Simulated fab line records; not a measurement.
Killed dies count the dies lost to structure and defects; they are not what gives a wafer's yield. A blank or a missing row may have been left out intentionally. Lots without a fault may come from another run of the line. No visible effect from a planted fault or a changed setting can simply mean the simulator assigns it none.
Which of the tools did it?    flow nand-harc    12 lots with 36 wafers sampled at 5 steps, on a route of 1302 steps

== WHAT THE GAUGES SHOWED, per wafer ==
NHARC_P_BONDPAD_OVL_MEAS_38. Usual: overlay-x-nm 2 nm, standard deviation 5.7; overlay-y-nm 0 nm, standard deviation 5.5.
lot   measured      on          overlay-x-nm (nm)  overlay-y-nm (nm)  flag
L190  day 6 18:14   overlay-02  1 1 2              -2 -3 -1           
L189  day 6 19:06   overlay-02  -5 -5 -5           -1 -1 -1           
L191  day 7 11:08   overlay-02  -4 -4 -4           6 5 5              
L192  day 7 18:35   overlay-02  -2 -1 -2           -2 -3 -2           
L198  day 10 04:53  overlay-01  -3 -2 -2           4 4 4              
L205  day 13 05:26  overlay-02  5 5 5              -1 -1 -2           
L207  day 13 22:52  overlay-01  -1 -2 -2           1 1 1              
L208  day 14 08:37  overlay-02  2 2 2              6 5 6              
L209  day 15 00:02  overlay-01  -2 -3 -3           11 11 11           
L210  day 15 03:59  overlay-02  4 5 4              7 7 6              
L211  day 15 18:46  overlay-02  -9 -8 -8           -4 -4 -4           
L212  day 16 01:57  overlay-01  -1 -1 -1           0 1 0              

NHARC_END_SORT_01. Usual: for defect-limited-yield, 90 % with a standard deviation of 3.8; for killed-at-array, 61 with a standard deviation of 26; for killed-at-other, 0.8 with a standard deviation of 1.1; for killed-at-periphery, 4.0 with a standard deviation of 2.6; for killed-dies, 66 with a standard deviation of 26; for killed-open, 3.1 with a standard deviation of 1.7; for killed-short, 2.5 with a standard deviation of 1.5.
lot   measured      on         defect-limited-yield (%)  killed-at-array  killed-at-other  killed-at-periphery  killed-dies  killed-open  killed-short  flag
L190  day 24 15:40  prober-01  87 88 89                  81 80 68         3 0 1            7 2 5                91 82 74     4 3 3        1 2 2         
L189  day 24 15:43  prober-02  89 90 89                  67 62 68         0 0 0            5 3 6                72 65 74     4 5 5        3 4 6         
L191  day 24 23:31  prober-02  85 84 87                  100 101 80       0 3 0            1 1 5                101 105 85   1 3 3        1 1 2         
L192  day 24 23:29  prober-01  95 95 96                  29 25 24         1 0 0            6 7 4                36 32 28     7 4 3        3 4 2         
L198  day 27 20:20  prober-01  95 95 94                  32 34 34         1 1 1            4 0 3                37 35 38     5 1 1        2 2 5         
L205  day 31 06:13  prober-02  86 87 87                  87 83 88         2 1 0            4 2 3                93 86 91     4 5 2        2 4 6         
L207  day 31 18:36  prober-01  92 91 93                  46 54 46         0 0 0            5 6 3                51 60 49     1 3 1        1 4 4         
L208  day 31 18:39  prober-02  93 93 94                  36 36 32         2 1 2            7 11 6               45 48 40     2 3 1        4 3 1         
L209  day 33 04:27  prober-01  93 94 92                  44 38 50         3 1 1            2 0 2                49 39 53     5 1 2        1 4 1         
L210  day 32 18:53  prober-01  86 86 85                  91 87 98         1 1 0            5 4 4                97 92 102    5 2 2        2 3 1         
L211  day 33 13:04  prober-01  91 93 94                  49 42 38         4 3 0            7 2 4                60 47 42     6 2 5        3 3 2         
L212  day 33 04:24  prober-02  94 92 91                  38 50 56         0 0 0            5 4 2                43 54 58     6 4 2        4 1 1         

== WHAT TOOL EACH LOT RAN ON (gives the tool, then ch and the chambers of the sampled wafers, and finally the start) ==
lot   NHARC_P_BONDPAD_DEP_00                      NHARC_P_BONDPAD_DESCUM_11           NHARC_P_BONDPAD_ETCH_37
L190  pecvd-04 ch 0,2, day 6 16:58                rie-diel-13 ch 1,3, day 6 18:22     rie-diel-13 ch 0,1,2, day 6 18:26
L189  pecvd-04 ch 1,2, day 6 17:47                rie-diel-07 ch 1,3, day 6 19:13     rie-diel-07 ch 1,3, day 6 19:19
L191  pecvd-03 ch 0,1,2, day 7 09:49              rie-diel-07 ch 0,1,3, day 7 11:16   rie-diel-07 ch 0,1,3, day 7 11:22
L192  pecvd-02 ch 1,2, day 7 17:16                rie-diel-13 ch 1,2, day 7 18:43     rie-diel-13 ch 0,1,3, day 7 18:48
L198  pecvd-03 ch 0,1,2, day 10 04:53 or earlier  rie-diel-07 ch 0,1, day 10 05:00    rie-diel-07 ch 0,1,3, day 10 05:07
L205  pecvd-02 ch 1,2, day 13 03:59               rie-diel-13 ch 0,1,2, day 13 05:34  rie-diel-13 ch 0,2,3, day 13 05:38
L207  pecvd-03 ch 1,2, day 13 21:38               rie-diel-13 ch 0,2, day 13 22:59    rie-diel-13 ch 1,2, day 13 23:04
L208  pecvd-03 ch 1,2, day 14 07:19               rie-diel-07 ch 1,2,3, day 14 08:46  rie-diel-07 ch 1,2,3, day 14 08:50
L209  pecvd-02 ch 0,2, day 14 22:54               rie-diel-07 ch 0,3, day 15 00:10    rie-diel-07 ch 0,2, day 15 00:16
L210  pecvd-03 ch 0,1, day 15 02:49               rie-diel-13 ch 1,2,3, day 15 04:07  rie-diel-13 ch 1,2,3, day 15 04:13
L211  pecvd-03 ch 1,2, day 15 18:46 or earlier    rie-diel-13 ch 1,2,3, day 15 18:54  rie-diel-13 ch 2,3, day 15 18:58
L212  pecvd-03 ch 1,2, day 16 01:57 or earlier    rie-diel-07 ch 0,1,3, day 16 02:04  rie-diel-07 ch 1,2,3, day 16 02:09
- NHARC_P_BONDPAD_DEP_00: deposits SiCN, target thk 250 nm.
- NHARC_P_BONDPAD_DESCUM_11: chemistry O2, time 3 s.
- NHARC_P_BONDPAD_ETCH_37: etches the open film in N2/H2, target depth 60 nm, overetch 18 nm, time 65.91 s.

== AS READ BY THE TOOLS THEMSELVES (means over the sampled wafers that have a number; for cases with no such wafer, the mark the record gives instead) ==
NHARC_P_BONDPAD_DEP_00. Usual: heater-power-w reads 592 W (standard deviation 69).
lot   tool      heater-power-w (W)  flag
L190  pecvd-04  588                 
L189  pecvd-04  575                 
L191  pecvd-03  542                 
L192  pecvd-02  547                 
L198  pecvd-03  600                 
L205  pecvd-02  502                 
L207  pecvd-03  651                 
L208  pecvd-03  659                 
L209  pecvd-02  487                 
L210  pecvd-03  584                 
L211  pecvd-03  586                 
L212  pecvd-03  637                 

NHARC_P_BONDPAD_DESCUM_11. Usual: drypump-motor-current-A 5.9 A, standard deviation 0.51; oes-product-au 1.003 a.u., standard deviation 0.012; rf-vpp-V 57.7 V, standard deviation 0.89; run-length-s 23.98 s, standard deviation 0.27; showerhead-plenum-p-Torr 1.89 Torr, standard deviation 0.1; throttle-valve-pct 11.311 %, standard deviation 0.0092.
lot   tool         drypump-motor-current-A (A)  oes-product-au (a.u.)  rf-vpp-V (V)  run-length-s (s)  showerhead-plenum-p-Torr (Torr)  throttle-valve-pct (%)  flag
L190  rie-diel-13  6.4                          0.983                  57.4          24.04             1.82                             11.313                  
L189  rie-diel-07  5.2                          1.001                  58.0          24.03             1.88                             11.310                  
L191  rie-diel-07  5.6                          1.008                  57.5          24.12             1.87                             11.305                  
L192  rie-diel-13  6.2                          0.998                  56.7          23.76             1.87                             11.321                  
L198  rie-diel-07  5.6                          1.005                  57.8          25.10             1.79                             11.300                  OFF
L205  rie-diel-13  6.0                          1.007                  57.8          23.84             1.89                             11.307                  
L207  rie-diel-13  5.9                          1.006                  58.0          24.13             1.91                             11.309                  
L208  rie-diel-07  5.7                          1.007                  58.3          24.22             1.96                             11.307                  
L209  rie-diel-07  6.0                          1.006                  57.4          24.25             1.86                             11.313                  
L210  rie-diel-13  6.3                          0.987                  58.1          24.16             1.85                             11.302                  
L211  rie-diel-13  6.3                          1.016                  57.3          23.93             1.85                             11.317                  
L212  rie-diel-07  5.6                          1.011                  58.3          23.91             1.87                             11.317                  

NHARC_P_BONDPAD_ETCH_37. Usual: drypump-motor-current-A 5.9 A, standard deviation 0.51; oes-product-au 1.002 a.u., standard deviation 0.011; rf-vpp-V 430 V, standard deviation 3.1; showerhead-plenum-p-Torr 2.02 Torr, standard deviation 0.11; throttle-valve-pct 14.171 %, standard deviation 0.0094.
lot   tool         drypump-motor-current-A (A)  oes-product-au (a.u.)  rf-vpp-V (V)  showerhead-plenum-p-Torr (Torr)  throttle-valve-pct (%)  flag
L190  rie-diel-13  6.1                          0.999                  430           2.02                             14.174                  
L189  rie-diel-07  5.7                          0.993                  432           2.09                             14.175                  
L191  rie-diel-07  5.7                          1.004                  429           2.00                             14.179                  
L192  rie-diel-13  6.1                          0.978                  428           1.96                             14.166                  
L198  rie-diel-07  5.6                          1.002                  428           1.99                             14.168                  
L205  rie-diel-13  6.1                          1.010                  429           2.00                             14.173                  
L207  rie-diel-13  6.3                          0.995                  428           1.99                             14.174                  
L208  rie-diel-07  5.7                          1.001                  432           2.09                             14.171                  
L209  rie-diel-07  6.1                          1.009                  429           1.99                             14.172                  
L210  rie-diel-13  6.3                          0.991                  428           1.97                             14.176                  
L211  rie-diel-13  6.2                          1.009                  430           2.01                             14.174                  
L212  rie-diel-07  5.7                          1.005                  432           2.09                             14.170                  

== THE ANSWER, worked out from the rows above alone ==
Rule: a lot counts as off when the mean over its wafers that have a number is more than 3 standard deviations away from the usual mean. Also off: a lot with no number at a reading for which 4 or more lots have one. All remaining lots with rows at the step are treated as sound. Order of review: gauges by route order, followed by the tools' own readings, for which a lot's mean as printed above is used. The first step at which some lot is off is used, and at that step the reading that is off furthest; a lot without a number counts as furthest.
Off: L198, at NHARC_P_BONDPAD_DESCUM_11 (run-length-s).
If a tool, at that step or one of the process steps before it, ran each lot that is off and ran no sound lot following the first of them, it fits. Because NHARC_P_BONDPAD_DEP_00 lacks a start for some lots, the hours and order of its lots are taken from NHARC_P_BONDPAD_OVL_MEAS_38. No candidate that was tried fits.

== WHAT THE SIMULATOR HAD INSERTED ==
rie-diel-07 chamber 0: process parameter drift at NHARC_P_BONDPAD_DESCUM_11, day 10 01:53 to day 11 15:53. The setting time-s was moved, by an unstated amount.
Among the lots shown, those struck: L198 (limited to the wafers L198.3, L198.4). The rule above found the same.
